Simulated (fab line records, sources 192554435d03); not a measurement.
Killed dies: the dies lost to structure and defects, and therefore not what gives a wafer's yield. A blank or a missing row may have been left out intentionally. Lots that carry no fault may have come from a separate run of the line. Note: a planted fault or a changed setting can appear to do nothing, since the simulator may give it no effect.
fab line records	flow n5_finfet
record: lots: 6	wafers: 17	last_day: 17
route steps=1938 shown BEOL_M0_SAQP@635 BEOL_M4@1111 PASSIVATION@1936
lots with no fault: from the same line, run without faults
start_h: start of the lot's first displayed wafer, in hours after the record's first day	wait_h: hours from the lot's prior step to this one	" same as the row above	L1.1+2: a single row standing in for several wafers	- value missing, or start not given	* or withheld: withheld	< > ~ a bound
route shown NAME@n: NAME is a module with steps in the file, n the number in the route of the first one	usual: mean/standard deviation taken from wafers without a fault	same: alike in all rows	chamber/n: place in a boat	sites: each site's reading	_std_site: their standard deviation	_edge_site: the outer-site mean with the inner-site mean subtracted	radius_mm: for every site, how far away it sits from the centre of the wafer	mask NAME#n: copy n	behind: tool/chamber where the wafer was last shaped	hold: what put the lot on hold/how long, in hours/how the hold closed	device: the n, p or np transistor that did not switch	end of line: the same wafers' tests at the end of the route	step lacking rows: just its recipe	killed: dies that structure and defects cost at the first sort, which is not the same as the wafer's yield	map: a wafer's dies, marking killed ones x, the rest . and places with no die _
set.NAME: the setting as run; set.NAME@STEP: as run at that earlier step	model.NAME: the simulator's own value behind a step, which no gauge read
lots seen at some steps along the route; tables by step, rows by wafer
services: the hour from which a tool's chamber was out of use, counted from the record's first day as start_h (under 0 if before that day), plus the number of hours and why
== steps ==
step: N5_BEOL_M0_SAQP_PECVD_03
recipe: material: SiCN	target_thk_a: 120	temp_c: withheld	precursor: 3MS/NH3	pressure_torr: 3	rf_w: 202	time_s: 21.1
usual: showerhead_plenum_p_Torr: 3.659/0.012	throttle_valve_pct: 9.0/0.52
lot.wafer	tool	chamber	start_h	wait_h	showerhead_plenum_p_Torr	throttle_valve_pct
L858.1	pecvd-03	0	123.19	0.1	3.663	8.7
L858.4	"	2	"	"	3.651	8.4
L858.5	"	0	"	"	3.662	8.7
L863.3	pecvd-02	1	153.61	0.1	3.668	8.9
L863.4	"	0	"	"	3.677	9.8
L863.5	"	1	"	"	3.651	9.2
L865.2	pecvd-01	1	170.27	0.1	3.617	10.2
L865.3	"	2	"	"	3.655	9.4
L865.4	"	1	"	"	3.630	10.2
L869.5	pecvd-02	0	189.41	0.0	3.671	9.7
L869.6	"	1	"	"	3.662	8.9
L874.2	pecvd-03	0	220.19	0.1	3.664	9.0
L874.5	"	0	"	"	3.662	8.7
L874.6	"	1	"	"	3.661	8.6
L878.1	pecvd-03	1	242.69	0.1	3.671	8.7
L878.4	"	0	"	"	3.666	8.5
L878.5	"	2	"	"	3.673	8.2
step: N5_BEOL_M0_SAQP_PECVD_96
recipe: material: a-Si	target_thk_a: 450	temp_c: 350	precursor: SiH4/He	pressure_torr: 3	rf_w: 100	time_s: 45.2
usual: heater_power_outer_w: 346/46	heater_power_w: 609/54	showerhead_plenum_p_Torr: 5.65/0.046	susceptor_temp_C: 350.02/0.2	throttle_valve_pct: 18.0/0.98
lot.wafer	tool	chamber	start_h	wait_h	heater_power_outer_w	heater_power_w	showerhead_plenum_p_Torr	susceptor_temp_C	throttle_valve_pct
L858.1	pecvd-03	0	123.22	0.0	348	597	5.65	349.93	17.6
L858.4	"	2	"	"	317	604	5.67	349.82	16.3
L858.5	"	0	"	"	350	599	5.65	349.88	17.6
L863.3	pecvd-02	1	153.64	0.0	288	559	5.61	350.31	18.2
L863.4	"	0	"	"	400	680	5.69	349.86	19.0
L863.5	"	1	"	"	288	559	5.62	350.00	18.3
L865.2	pecvd-01	1	170.30	0.0	345	572	5.53	350.11	20.4
L865.3	"	2	"	"	335	579	5.63	350.13	19.0
L865.4	"	1	"	"	327	581	5.53	350.21	20.1
L869.5	pecvd-02	0	189.45	0.0	405	693	5.70	349.96	19.0
L869.6	"	1	"	"	304	573	5.63	349.79	18.1
L874.2	pecvd-03	0	220.24	0.0	384	632	5.67	349.97	17.7
L874.5	"	0	"	"	390	658	5.67	349.95	17.8
L874.6	"	1	"	"	400	682	5.67	350.04	17.7
L878.1	pecvd-03	1	242.72	0.0	394	696	5.66	349.53	17.5
L878.4	"	0	"	"	366	613	5.65	350.05	17.7
L878.5	"	2	"	"	315	588	5.67	349.94	16.5
step: N5_BEOL_M0_SAQP_PECVD_97
recipe: material: SiNx	target_thk_a: 230	temp_c: 350	precursor: SiH4/NH3/N2	pressure_torr: 1.5	rf_w: 300	time_s: 19.9
usual: heater_power_outer_w: 296/41	heater_power_w: 545/56	showerhead_plenum_p_Torr: 5.11/0.061	susceptor_temp_C: 349.97/0.21	throttle_valve_pct: 39.5/2.2
lot.wafer	tool	chamber	start_h	wait_h	heater_power_outer_w	heater_power_w	showerhead_plenum_p_Torr	susceptor_temp_C	throttle_valve_pct
L858.1	pecvd-03	0	123.26	0.0	283	509	5.13	350.15	38.7
L858.4	"	2	"	"	305	582	5.17	350.22	36.1
L858.5	"	0	"	"	290	505	5.11	350.11	38.6
L863.3	pecvd-02	1	153.69	0.0	203	431	5.10	349.97	39.3
L863.4	"	0	"	"	353	642	5.18	350.12	42.6
L863.5	"	1	"	"	204	454	5.08	349.97	39.5
L865.2	pecvd-01	1	170.35	0.0	275	533	4.95	350.05	44.5
L865.3	"	2	"	"	281	508	5.07	350.28	41.8
L865.4	"	1	"	"	287	505	4.94	349.83	44.5
L869.5	pecvd-02	0	189.49	0.0	292	536	5.18	350.16	42.7
L869.6	"	1	"	"	224	471	5.09	349.89	39.4
L874.2	pecvd-03	0	220.30	0.0	324	558	5.13	350.15	38.8
L874.5	"	0	"	"	322	553	5.13	349.94	38.4
L874.6	"	1	"	"	339	629	5.13	349.56	38.7
L878.1	pecvd-03	1	242.76	0.0	322	592	5.14	349.79	38.7
L878.4	"	0	"	"	331	562	5.12	350.01	38.8
L878.5	"	2	"	"	280	552	5.15	349.59	36.7
step: N5_BEOL_M0_SAQP_PECVD_04
recipe: material: a-Si	target_thk_a: 600	temp_c: 350	precursor: SiH4/He	pressure_torr: 3	rf_w: 100	time_s: 60.2
usual: heater_power_outer_w: 355/39	heater_power_w: 621/50	showerhead_plenum_p_Torr: 5.64/0.046	susceptor_temp_C: 350.02/0.22	throttle_valve_pct: 18.0/1
lot.wafer	tool	chamber	start_h	wait_h	heater_power_outer_w	heater_power_w	showerhead_plenum_p_Torr	susceptor_temp_C	throttle_valve_pct
L858.1	pecvd-03	0	123.30	0.0	396	644	5.65	349.79	17.6
L858.4	"	2	"	"	358	655	5.67	349.77	16.4
L858.5	"	0	"	"	383	640	5.66	350.24	17.4
L863.3	pecvd-02	1	153.73	0.0	298	577	5.62	349.67	18.1
L863.4	"	0	"	"	381	643	5.69	350.06	19.2
L863.5	"	1	"	"	309	567	5.62	349.91	18.4
L865.2	pecvd-01	1	170.39	0.0	331	568	5.53	349.89	20.4
L865.3	"	2	"	"	351	609	5.63	349.97	19.1
L865.4	"	1	"	"	324	548	5.52	349.91	20.3
L869.5	pecvd-02	0	189.55	0.0	388	675	5.67	350.11	19.7
L869.6	"	1	"	"	279	549	5.63	350.02	17.9
L874.2	pecvd-03	0	220.36	0.0	368	607	5.67	349.97	17.6
L874.5	"	0	"	"	378	611	5.67	350.01	17.7
L874.6	"	1	"	"	378	667	5.67	349.99	17.8
L878.1	pecvd-03	1	242.80	0.0	403	683	5.65	350.29	17.7
L878.4	"	0	"	"	374	626	5.65	350.04	17.7
L878.5	"	2	"	"	315	597	5.67	350.22	16.8
step: N5_BEOL_M0_SAQP_THK_MEAS_05
usual: thk_nm: 59.8/0.66
lot.wafer	tool	chamber	start_h	wait_h	thk_nm
L858.1	film_metro-01	-	123.40	0.1	58.3
L858.4	"	-	"	"	59.4
L858.5	"	-	"	"	59.2
L863.3	film_metro-01	-	153.82	0.1	59.7
L863.4	"	-	"	"	60.7
L863.5	"	-	"	"	60.8
L865.2	film_metro-01	-	170.49	0.1	59.5
L865.3	"	-	"	"	59.1
L865.4	"	-	"	"	60.9
L869.5	film_metro-02	-	189.61	0.0	60.2
L869.6	"	-	"	"	59.8
L874.2	film_metro-01	-	220.49	0.1	59.0
L874.5	"	-	"	"	60.1
L874.6	"	-	"	"	59.4
L878.1	film_metro-02	-	242.90	0.1	59.9
L878.4	"	-	"	"	60.3
L878.5	"	-	"	"	60.6
step: N5_BEOL_M0_SAQP_HM_DEP_111
recipe: material: SiO2	target_thk_a: 120	temp_c: 400	precursor: SiH4/N2O	pressure_torr: 0.75	rf_w: 275	time_s: 7.2
usual: heater_power_outer_w: 451/67	heater_power_w: 766/84	showerhead_plenum_p_Torr: 8.06/0.14	susceptor_temp_C: 399.99/0.22
lot.wafer	tool	chamber	start_h	wait_h	heater_power_outer_w	heater_power_w	showerhead_plenum_p_Torr	susceptor_temp_C
L858.1	pecvd-02	1	123.43	0.0	366	691	8.03	399.77
L858.4	"	2	"	"	478	765	8.12	400.14
L858.5	"	1	"	"	372	703	8.05	400.36
L863.3	pecvd-02	2	153.86	0.0	466	778	8.09	400.22
L863.4	"	2	"	"	474	784	8.09	399.86
L863.5	"	1	"	"	381	729	8.03	399.82
L865.2	pecvd-03	2	170.52	0.0	369	707	8.18	399.87
L865.3	"	1	"	"	510	853	8.12	399.79
L865.4	"	0	"	"	419	702	8.14	399.87
L869.5	pecvd-03	0	189.67	0.1	453	741	8.14	400.21
L869.6	"	1	"	"	458	761	8.13	399.93
L874.2	pecvd-01	1	220.53	0.0	352	616	7.74	399.79
L874.5	"	1	"	"	362	628	7.76	399.77
L874.6	"	0	"	"	590	919	8.02	400.01
L878.1	pecvd-03	2	242.94	0.0	439	801	8.19	400.13
L878.4	"	2	"	"	425	774	8.18	399.80
L878.5	"	1	"	"	499	826	8.11	400.15
step: N5_BEOL_M0_SAQP_COAT_81
recipe: resist: SOC	temp_c: 250	time_s: 60	spin_rpm: 1500	resist_thk_nm: 100
step: N5_BEOL_M0_SAQP_COAT_82
recipe: resist: SiARC	temp_c: 220	time_s: 60	spin_rpm: 1500	resist_thk_nm: 30
step: N5_BEOL_M0_SAQP_COAT_08
recipe: resist: CAR-ArF	spin_rpm: 1500	resist_thk_nm: 90
step: N5_BEOL_M0_SAQP_EBR_10
recipe: solvent: PGMEA	ebr_width_mm: 1.5
step: N5_BEOL_M0_SAQP_SOFTBAKE_09
recipe: temp_c: 110	time_s: 60	resist: CAR-ArF
step: N5_BEOL_M0_SAQP_EXPOSE_11
recipe: mask_id: M0_CORE	na: 1.35	source_shape: dipole	sigma_inner: 0.538	sigma_outer: 0.738	polarization: te	target_cd_nm: 42	dose_mj: 55
step: N5_BEOL_M0_SAQP_PEB_12
recipe: peb_temp_c: withheld	peb_time_s: 60	resist: CAR-ArF
lot.wafer	tool	chamber	start_h	wait_h
L858.1+4+5	litho_track-01	0	123.69	0.1
L863.3+4+5	litho_track-04	0	154.12	0.0
L865.2+3+4	litho_track-04	0	170.90	0.0
L869.5+6	litho_track-04	0	190.03	0.0
L874.2+5+6	litho_track-01	0	220.93	0.0
L878.1+4+5	litho_track-03	0	243.31	0.1
step: N5_BEOL_M0_SAQP_DEVELOP_13
recipe: develop_time_s: 30	developer: TMAH	resist: CAR-ArF	dev_temp_c: 23	rinse_liquid: diw	dry: air_spin
step: N5_BEOL_M0_SAQP_CD_MEAS_14
recipe: target_cd_nm: 42.5	landing_energy_ev: 500	detector: se_inlens
usual: cd_nm: 42.5/0.32
lot.wafer	tool	chamber	start_h	wait_h	cd_nm
L858.1	cd_sem-01	0	123.75	-	42.7
L858.4	"	0	"	"	42.7
L858.5	"	0	"	"	43.3
L863.3	cd_sem-02	0	154.18	-	42.6
L863.4	"	0	"	"	41.9
L863.5	"	0	"	"	42.3
L865.2	cd_sem-01	0	170.97	-	38.7
L865.3	"	0	"	"	42.6
L865.4	"	0	"	"	42.4
L869.5	cd_sem-02	0	190.10	-	42.3
L869.6	"	0	"	"	39.2
L874.2	cd_sem-02	0	221.00	-	42.0
L874.5	"	0	"	"	42.3
L874.6	"	0	"	"	42.5
L878.1	cd_sem-03	0	243.38	-	43.0
L878.4	"	0	"	"	42.7
L878.5	"	0	"	"	42.6
step: N5_BEOL_M0_SAQP_OVL_MEAS_15
recipe: points_per_wafer: 44
usual: M0_CORE_OVL: 0.3/0.8
lot.wafer	tool	chamber	start_h	wait_h	M0_CORE_OVL[nm]
L858.1	overlay-02	0	123.78	0.0	0.5
L858.4	"	0	"	"	0.6
L858.5	"	0	"	"	1.0
L863.3	overlay-02	0	154.21	0.0	-0.1
L863.4	"	0	"	"	1.1
L863.5	"	0	"	"	0.4
L865.2	overlay-01	0	171.00	0.0	-0.1
L865.3	"	0	"	"	0.8
L865.4	"	0	"	"	0.4
L869.5	overlay-02	0	190.12	0.0	0.6
L869.6	"	0	"	"	0.8
L874.2	overlay-01	0	221.03	0.0	0.0
L874.5	"	0	"	"	0.1
L874.6	"	0	"	"	-0.2
L878.1	overlay-02	0	243.41	0.0	0.2
L878.4	"	0	"	"	-0.5
L878.5	"	0	"	"	-0.3
step: N5_BEOL_M4_RC_MEAS_101
usual: DIBL_N: 37.1/1.9	DIBL_P: 37.2/2.3	IOFF_N: 0.18/0.04	IOFF_P: 0.23/0.044	ION_N: 682/11	ION_P: 468/8.6	SS_N: 71.9/0.68	SS_P: 73.5/0.74	VT_N: 248/3.4	VT_P: -248/3.4
lot.wafer	tool	chamber	start_h	wait_h	DIBL_N[mV/V]	DIBL_P[mV/V]	IOFF_N[nA/um]	IOFF_P[nA/um]	ION_N[uA/um]	ION_P[uA/um]	SS_N[mV/dec]	SS_P[mV/dec]	VT_N[mV]	VT_P[mV]
L858.1	prober-02	0	187.81	0.0	35.0	33.4	0.14	0.22	674	466	71.5	73.0	250	-246
L858.4	"	0	"	"	36.5	35.6	0.17	0.26	690	479	72.0	73.5	250	-245
L858.5	"	0	"	"	35.3	34.0	0.15	0.23	680	475	71.0	72.9	249	-243
L863.3	prober-01	0	212.99	0.3	35.9	36.9	0.17	0.24	690	474	71.9	73.0	249	-249
L863.4	"	0	"	"	37.2	37.1	0.19	0.23	679	466	72.2	73.2	244	-249
L863.5	"	0	"	"	37.3	37.5	0.20	0.25	693	482	71.7	73.8	244	-244
L865.2	prober-01	0	226.36	0.2	34.4	36.7	0.15	0.18	683	470	71.2	73.1	252	-253
L865.3	"	0	"	"	35.2	36.9	0.14	0.18	675	462	71.4	72.7	253	-254
L865.4	"	0	"	"	35.6	38.5	0.16	0.20	686	469	71.0	74.2	249	-252
L869.5	prober-02	0	246.72	0.6	37.7	38.8	0.21	0.26	691	469	72.6	73.4	245	-247
L869.6	"	0	"	"	37.1	35.7	0.19	0.21	663	458	72.6	73.1	248	-251
L874.2	prober-01	0	276.37	0.2	37.3	36.2	0.18	0.19	671	449	72.3	73.6	248	-254
L874.5	"	0	"	"	37.9	37.8	0.19	0.21	674	458	71.9	73.8	248	-254
L874.6	"	0	"	"	36.8	35.0	0.16	0.18	662	448	72.9	73.7	251	-254
L878.1	prober-02	0	297.82	0.0	38.2	40.0	0.20	0.27	678	458	71.4	75.1	246	-247
L878.4	"	0	"	"	36.9	36.7	0.16	0.21	668	457	71.6	72.9	252	-252
L878.5	"	0	"	"	37.0	37.8	0.19	0.23	683	464	71.7	73.2	247	-249
step: N5_PASSIVATION_PROBE_49
usual: defect_limited_yield: 91.5/1.4	killed_at_M0_to_M3: 32/9.7	killed_at_M4_up: 14/5.3	killed_at_contacts: 11/6	killed_at_front_end: 39/14	killed_at_other: 3.3/2.7	killed_dies: 100/17	killed_open: 66/13	killed_short: 32/7.4	sort_bin_5_function: 4.9/0.9	sort_bin_6_memory: 3.2/0.72	sort_n_pass: 1080/17	sort_yield_pct: 91.5/1.4
same: gross_dies: 1180	killed_at_back_side: 0	sort_bin_4_leakage[%]: 0	sort_bin_8_speed[%]: 0
lot.wafer	tool	chamber	start_h	wait_h	defect_limited_yield[%]	killed_at_M0_to_M3	killed_at_M4_up	killed_at_contacts	killed_at_front_end	killed_at_other	killed_dies	killed_open	killed_short	sort_bin_5_function[%]	sort_bin_6_memory[%]	sort_n_pass	sort_yield_pct[%]
L858.1	prober-02	-	283.71	0.3	93.5	19	19	10	23	6	77	48	27	3.5	2.7	1103	93.5
L858.4	prober-02	-	283.86	0.5	91.9	32	11	8	39	6	96	62	32	3.3	4.4	1084	91.9
L858.5	prober-02	-	283.91	0.5	92.0	19	8	8	49	10	94	60	33	4.5	3.0	1086	92.0
L863.3	prober-02	-	311.43	0.1	91.1	26	17	11	50	1	105	64	35	5.1	3.2	1075	91.1
L863.4	prober-02	-	311.48	0.2	92.4	25	7	10	45	3	90	55	33	4.2	2.8	1090	92.4
L863.5	prober-02	-	311.53	0.2	91.1	21	11	12	61	0	105	73	31	4.9	3.7	1075	91.1
L865.2	prober-01	-	328.74	0.1	92.5	21	21	8	33	5	88	59	27	4.2	3.0	1092	92.5
L869.5	prober-01	-	342.94	0.2	91.4	28	9	25	35	5	102	73	29	5.3	3.3	1078	91.4
L869.6	prober-01	-	342.99	0.3	90.3	35	25	19	35	0	114	87	27	6.0	3.3	1066	90.3
L874.2	prober-02	-	377.50	0.1	90.8	28	17	21	42	1	109	62	47	4.6	4.2	1071	90.8
L874.5	prober-02	-	377.65	0.2	91.9	31	8	20	36	1	96	67	29	4.8	2.9	1084	91.9
L874.6	prober-02	-	377.70	0.3	90.2	26	17	10	59	4	116	75	38	6.0	3.3	1064	90.2
L878.1	prober-01	-	402.96	0.0	93.0	23	17	8	31	4	83	60	21	5.0	1.9	1097	93.0
L878.4	prober-01	-	403.11	0.2	94.2	30	5	7	25	1	68	39	28	3.3	2.0	1112	94.2
L878.5	prober-01	-	403.16	0.2	92.0	25	11	18	36	4	94	66	28	4.4	3.3	1086	92.0
killed by level:class
L858.1 BEOL_M4:geometric_particle:open=10 MOL_CONTACT_COAG:geometric_particle:open=7 STI_FIN_REVEAL:geometric_particle:open=6 BEOL_M0_SAQP:geometric_particle:short=6 BEOL_M3:geometric_particle:open=5 FIN_SAQP:geometric_particle:open=3 MOL_CONTACT_COAG:geometric_particle:short=3 STARTING-WAFER:geometric_particle:short=3
L858.4 FIN_SAQP:geometric_particle:open=8 MOL_CONTACT_COAG:geometric_particle:open=7 BEOL_M0_SAQP:geometric_particle:open=7 BEOL_M1:geometric_particle:open=7 BEOL_M3:geometric_particle:open=7 FIN_SAQP:geometric_particle:short=6 BEOL_M0_SAQP:geometric_particle:short=5 STARTING-WAFER:geometric_particle:open=5
L858.5 STI_FIN_REVEAL:geometric_particle:open=19 MOL_CONTACT_COAG:geometric_particle:open=8 BEOL_M3:geometric_particle:open=6 FIN_SAQP:geometric_particle:open=5 STI_FIN_REVEAL:geometric_particle:short=5 BEOL_M1:geometric_particle:open=5 FIN_SAQP:geometric_particle:short=4 BEOL_M1:geometric_particle:short=4
L863.3 MOL_CONTACT_COAG:geometric_particle:open=8 STI_FIN_REVEAL:geometric_particle:open=7 FIN_SAQP:geometric_particle:short=6 FIN_SAQP:geometric_particle:open=6 DUMMY_GATE:geometric_particle:open=6 GATE_CUT:geometric_particle:short=6 BEOL_M0_SAQP:geometric_particle:short=6 BEOL_M4:geometric_particle:open=6
L863.4 FIN_SAQP:geometric_particle:short=16 STI_FIN_REVEAL:geometric_particle:open=10 MOL_CONTACT_COAG:geometric_particle:open=9 FIN_SAQP:geometric_particle:open=7 BEOL_M0_SAQP:geometric_particle:open=5 BEOL_M1:geometric_particle:open=5 BEOL_M0_SAQP:geometric_particle:short=4 BEOL_M2:geometric_particle:open=4
L863.5 FIN_SAQP:geometric_particle:open=19 FIN_SAQP:geometric_particle:short=13 STI_FIN_REVEAL:geometric_particle:open=13 MOL_CONTACT_COAG:geometric_particle:open=10 STARTING-WAFER:geometric_particle:open=4 DUMMY_GATE:geometric_particle:open=4 BEOL_M0_SAQP:geometric_particle:short=4 BEOL_M1:geometric_particle:open=4
L865.2 STI_FIN_REVEAL:geometric_particle:open=11 BEOL_M4:geometric_particle:open=8 DUMMY_GATE:geometric_particle:open=7 MOL_CONTACT_COAG:geometric_particle:open=7 BEOL_M3:geometric_particle:open=6 FIN_SAQP:geometric_particle:short=4 STI_FIN_REVEAL:geometric_particle:short=4 BEOL_M1:geometric_particle:open=3
L869.5 MOL_CONTACT_COAG:geometric_particle:open=21 BEOL_M2:geometric_particle:open=12 FIN_SAQP:geometric_particle:open=8 BEOL_M0_SAQP:geometric_particle:short=6 BEOL_M4:geometric_particle:open=4 FIN_SAQP:geometric_particle:short=4 MOL_CONTACT_COAG:geometric_particle:short=4 BEOL_M1:geometric_particle:open=4
L869.6 MOL_CONTACT_COAG:geometric_particle:open=17 STI_FIN_REVEAL:geometric_particle:open=14 BEOL_M4:geometric_particle:open=13 BEOL_M2:geometric_particle:open=8 BEOL_M8:geometric_particle:open=7 BEOL_M0_SAQP:geometric_particle:short=6 BEOL_M0_SAQP:geometric_particle:open=6 GATE_CUT:geometric_particle:open=5
L874.2 MOL_CONTACT_COAG:geometric_particle:open=15 FIN_SAQP:geometric_particle:short=13 STI_FIN_REVEAL:geometric_particle:open=7 BEOL_M4:geometric_particle:open=7 BEOL_M1:geometric_particle:short=7 BEOL_M2:geometric_particle:open=7 MOL_CONTACT_COAG:geometric_particle:short=6 BEOL_M0_SAQP:geometric_particle:short=6
L874.5 MOL_CONTACT_COAG:geometric_particle:open=17 STI_FIN_REVEAL:geometric_particle:open=14 FIN_SAQP:geometric_particle:short=9 FIN_SAQP:geometric_particle:open=8 BEOL_M1:geometric_particle:short=7 BEOL_M2:geometric_particle:open=7 BEOL_M1:geometric_particle:open=5 BEOL_M0_SAQP:geometric_particle:short=3
L874.6 STI_FIN_REVEAL:geometric_particle:open=18 FIN_SAQP:geometric_particle:short=9 MOL_CONTACT_COAG:geometric_particle:open=9 FIN_SAQP:geometric_particle:open=8 BEOL_M1:geometric_particle:open=6 BEOL_M2:geometric_particle:open=5 DUMMY_GATE:geometric_particle:open=4 GATE_CUT:geometric_particle:short=4
L878.1 STI_FIN_REVEAL:geometric_particle:open=13 BEOL_M4:geometric_particle:open=8 BEOL_M3:geometric_particle:open=8 FIN_SAQP:geometric_particle:open=7 MOL_CONTACT_COAG:geometric_particle:open=5 FIN_SAQP:geometric_particle:short=3 MOL_CONTACT_COAG:geometric_particle:short=3 BEOL_M0_SAQP:geometric_particle:open=3
L878.4 BEOL_M1:geometric_particle:open=7 FIN_SAQP:geometric_particle:open=6 BEOL_M0_SAQP:geometric_particle:short=6 FIN_SAQP:geometric_particle:short=5 MOL_CONTACT_COAG:geometric_particle:open=5 BEOL_M1:geometric_particle:short=5 GATE_CUT:geometric_particle:short=4 BEOL_M4:geometric_particle:open=4
L878.5 MOL_CONTACT_COAG:geometric_particle:open=16 BEOL_M2:geometric_particle:open=6 BEOL_M3:geometric_particle:open=6 STI_FIN_REVEAL:geometric_particle:open=5 GATE_CUT:geometric_particle:short=5 BEOL_M5:geometric_particle:open=5 STARTING-WAFER:geometric_particle:open=5 DUMMY_GATE:geometric_particle:open=4
== services ==
tool	chamber	start_h	hours	kind
pecvd-01	-	99.28	2.8	pm
pecvd-03	2	113.81	7.7	repair
litho_track-03	-	115.09	-	consumable_replace:filter
pecvd-01	2	135.18	6.6	repair
pecvd-03	1	135.41	2.1	scheduled_down
litho_track-01	-	161.72	-	consumable_replace:filter
litho_track-01	-	175.14	-	consumable_replace:filter
pecvd-03	2	178.74	5.0	scheduled_down
pecvd-01	2	202.38	-	clean
pecvd-01	2	202.38	-	consumable_replace:showerhead
pecvd-01	2	202.38	29.0	scheduled_down
pecvd-01	2	202.38	29.0	vent_cycle
pecvd-03	2	214.79	5.7	repair
pecvd-01	0	232.98	16.5	scheduled_down
== key ==
first_sign: step: N5_BEOL_M0_SAQP_CD_MEAS_14	reading: cd_nm	direction: down	sigmas: 11	usual: 42.5	struck: 39.0
effect none on later readings
met_at N5_BEOL_M0_SAQP_PEB_12
struck_wafers L865.2,L869.6
onset_between 154.12 170.90
fault: kind: process_parameter_drift	tool: litho_track-04	chamber: -	onset_h: 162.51	steps: N5_BEOL_M0_SAQP_PEB_12	channel: peb_time_s	offset: *	shape: step	end_h: 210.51	scope: struck_wafers_only	acts_in: *	stated: *
